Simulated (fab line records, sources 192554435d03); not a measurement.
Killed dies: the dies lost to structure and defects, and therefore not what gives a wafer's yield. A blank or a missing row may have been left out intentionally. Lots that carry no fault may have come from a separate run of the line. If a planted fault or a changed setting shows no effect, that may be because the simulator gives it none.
Matching of chambers | flow n5_finfet | pecvd-02 running N5_BEOL_M15_ILD_DEP_00: 3 sister chambers
The step deposits SiO2 from TEOS/O2, target thk 1629.3 nm, time 346.1 s. 3 wafers are shown with their chamber, then 7 later ones without.

## WAFERS PAIRED WITH THEIR CHAMBERS
wafer  | chamber | showerhead_vpp_V (V)
L084.6 | 2       | 1559
L085.4 | 1       | 1824
L085.5 | 0       | 1859

## WAFERS WHOSE CHAMBER IS MISSING
wafer  | showerhead_vpp_V (V)
L085.6 | 1581
L086.1 | 1839
L086.3 | 1579
L086.4 | 1576
L089.1 | 1844
L089.3 | 1574
L089.5 | 1596

## EACH ONE'S CHAMBER
wafer  | from the rows above     | in truth
L085.6 | 2                       | 2
L086.1 | can't be placed: 1 or 0 | 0
L086.3 | 2                       | 2
L086.4 | 2                       | 2
L089.1 | can't be placed: 0 or 1 | 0
L089.3 | 2                       | 2
L089.5 | 2                       | 2
Correctly placed: 5 of 7. These rows do not allow placing 2 (true chamber among the candidates in 2). Wrongly placed: 0.
How it was worked out, from the rows above alone: a wafer's distance from a chamber is the root of the sum, over the readings, of the square of ((its reading less the chamber's mean) divided by the reading's scatter). If the next closest chamber is less than 2 further off than the closest, the wafer can't be placed; otherwise it belongs to the closest. The mean given for a chamber averages the wafers shown for that chamber. The scatter: root of mean squared gap, hidden wafer to nearest shown wafer, with one shown wafer a chamber.
